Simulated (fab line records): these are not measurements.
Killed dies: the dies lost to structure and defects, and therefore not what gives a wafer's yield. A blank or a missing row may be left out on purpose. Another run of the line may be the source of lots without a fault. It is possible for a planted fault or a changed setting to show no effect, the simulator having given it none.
A struck lot beside a sound one	flow nand harc	39 out of 1159 route steps
Sound: these wafers, L897.3, L897.4, L897.5. Struck: wafer L909.4. Last of all comes the cause.
For every step that has rows: the tool of each side, followed by ch and its chambers, followed by its first start. Under that, the readings that differ: sound wafers	struck wafers	difference of the means	sigmas: that difference in standard deviations of wafers without a fault.
alike: a reading whose means differ by less than 2 such deviations, as well as words and numbers matching on both sides. not compared: withheld readings; readings where some wafer has no value; bounds like >300 that might hide an equal value; numbers whose values overlap and for which the record gives no deviation.
Wherever a step has rows on one side only, a row that says differs or no value, or a row with sigmas, the two part there. When numbers do not overlap yet have no deviation, they are printed without sigmas and do not part them. Lack of a reading on every wafer of one side parts them only where that side has two or more wafers.

NHARC_A_CONTACT_DESCUM_13: chemistry O2, time 3 s.
  sound on rie diel-09 ch 1,2, day 17 03:06; struck on rie diel-09 ch 3, day 20 09:13
reading	sound	struck	difference	sigmas
mfc ar sccm (sccm)	0.018 0.044 0.044	0.003	-0.032	-3
  alike: drypump motor current A, oes product au, rf vpp V, showerhead plenum p Torr, throttle valve pct
  not compared: rf hours counter h
NHARC_A_CONTACT_ETCH_88: etches the open film in CF4, target depth 39 nm, time 65 s.
  sound on rie diel-09 ch 0,2,3, day 17 03:11; struck on rie diel-09 ch 0, day 20 09:22
  alike: drypump motor current A, mfc ar sccm, oes product au, rf vpp V, showerhead plenum p Torr, throttle valve pct
  not compared: rf hours counter h
then, 3 steps without rows for these wafers: NHARC_A_CONTACT_ETCH_89 (etches the open film in N2/H2, target depth 260 nm, time 475.3 s); NHARC_A_CONTACT_ETCH_30 (etches the open film in CF4/CHF3, target depth 60.5 nm, time 30.2 s); NHARC_A_CONTACT_ETCH_31 (etches the open film in O2/COS, target depth 2000 nm, time 520 s).
NHARC_A_CONTACT_ETCH_134: etches the open film in C4F8/O2/Ar, time 140 s, target depth 700 nm.
  sound on har cap etch-01 ch 0,1, day 17 04:11; struck on har cap etch-02 ch 1, day 20 11:10
  not compared: rf hours counter h
then, 3 steps without rows for these wafers: NHARC_A_CONTACT_ETCH_135 (etches the open film in C4F8/O2/Ar, time 132 s, target depth 1287 nm); NHARC_A_CONTACT_ETCH_136 (etches the open film in C4F8/O2/Ar, time 132 s, target depth 1287 nm); NHARC_A_CONTACT_ETCH_137 (etches the open film in C4F8/O2/Ar, time 132 s, target depth 1287 nm).
NHARC_A_CONTACT_ETCH_138: etches the open film in C4F8/O2/Ar, time 132 s, target depth 1289 nm.
  sound on har cap etch-01 ch 0,1, day 17 04:44; struck on har cap etch-02 ch 1, day 20 11:43
  not compared: rf hours counter h
then, 2 steps without rows for these wafers: NHARC_A_CONTACT_ETCH_139 (etches the open film in C4F8/O2/Ar, time 137 s, target depth 590 nm); NHARC_A_CONTACT_ETCH_92 (etches the open film in CH3F/O2, target depth 40 nm, time 85.7 s).
NHARC_A_CONTACT_ETCH_98: etches the open film in C4F6/O2, target depth 20 nm, time 10 s.
  sound on rie diel-01 ch 0,1, day 17 05:24; struck on rie diel-01 ch 3, day 20 12:20
  alike: drypump motor current A, mfc ar sccm, oes product au, rf vpp V, showerhead plenum p Torr, throttle valve pct
  not compared: rf hours counter h
NHARC_A_CONTACT_CD_MEAS_15:
  sound on cd sem-01, day 17 05:29; struck on cd sem-01, day 20 12:26
  alike: cd nm
then, 8 steps without rows for these wafers: NHARC_A_CONTACT_STRIP_107 (strips in N2/H2); NHARC_A_CONTACT_STRIP_108 (strips in CF4/CHF3); NHARC_A_CONTACT_STRIP_109 (strips in O2/COS); NHARC_A_CONTACT_ETCH_110 (etches the open film in CF4/O2, target depth 50 nm, overetch 5 nm, time 27.5 s); NHARC_A_CONTACT_STRIP_26 (strips in O2); NHARC_A_CONTACT_STRIP_27 (strips in post etch residue remover, time 600 s); NHARC_A_CONTACT_ALD_18 (deposits TiN, target thk 3 nm, pulse time 1 s, ald cycles 150); NHARC_A_CONTACT_CVD_19 (deposits W, target thk 300 nm, time 802 s).
NHARC_A_CONTACT_CMP_20: polishes, t overpolish 30 s, target thk 300 nm.
  sound on cmp-02 ch 0,2,3, day 17 13:04; struck on cmp-02 ch 0, day 20 17:39
  alike: motor current A, overpolish run s, time to endpoint s
then, 11 steps without rows for these wafers: NHARC_A_CONTACT_SRD_22; NHARC_A_BLC_DEHYDRATE_00 (time 120 s); NHARC_A_BLC_HMDS_01 (time 30 s); NHARC_A_BLC_COAT_02 (time 75 s); NHARC_A_BLC_COAT_03 (time 65 s); NHARC_A_BLC_COAT_04 (resist thk 90 nm); NHARC_A_BLC_SOFTBAKE_05 (time 55 s); NHARC_A_BLC_EBR_06; NHARC_A_BLC_EXPOSE_07 (exposes mask A BLC, target cd 100 nm); NHARC_A_BLC_PEB_08 (peb time 65 s); NHARC_A_BLC_DEVELOP_09 (develop time 35 s).
NHARC_A_BLC_CD_MEAS_10: target cd 100 nm.
  sound on cd sem-02 ch 0, day 17 13:56; struck on cd sem-02 ch 0, day 20 18:30
  alike: cd nm
NHARC_A_BLC_OVL_MEAS_11:
  sound on overlay-02, day 17 14:01; struck on overlay-02, day 20 18:35
  alike: overlay x nm, overlay y nm
NHARC_A_BLC_DESCUM_15: chemistry O2, time 3 s.
  sound on rie diel-08 ch 0,3, day 17 14:08; struck on rie diel-08 ch 1, day 20 19:44
reading	sound	struck	difference	sigmas
hold	- - -	await dispo/0.8h/release	no value on the sound wafers	
showerhead plenum p Torr (Torr)	1.88 1.87 1.88	2.04	+0.16	+2
  alike: drypump motor current A, mfc ar sccm, oes product au, rf vpp V, throttle valve pct
  not compared: rf hours counter h
then, 1 step without rows for these wafers: NHARC_A_BLC_ETCH_16 (etches the open film in CF4, target depth 39 nm, time 65 s).
-- break in the record here, with 2 days between the starts of the struck wafers on either side (left off in module A_BLC, picked up again in module END, where the first step shown is number 1159 on the route) --
NHARC_END_SORT_01:
  sound on prober-02 ch 0, day 19 17:37; struck on prober-01 ch 0, day 23 00:05
reading	sound	struck	difference	sigmas
killed at array	16 24 21	86	+66	+7
killed dies	18 25 27	89	+66	+7
  alike: killed at other, killed at periphery, killed open, killed short

== WHERE THEY PART ==
First at NHARC_A_CONTACT_DESCUM_13; last, within this record, at NHARC_END_SORT_01.

WHY: the cause the simulator had injected
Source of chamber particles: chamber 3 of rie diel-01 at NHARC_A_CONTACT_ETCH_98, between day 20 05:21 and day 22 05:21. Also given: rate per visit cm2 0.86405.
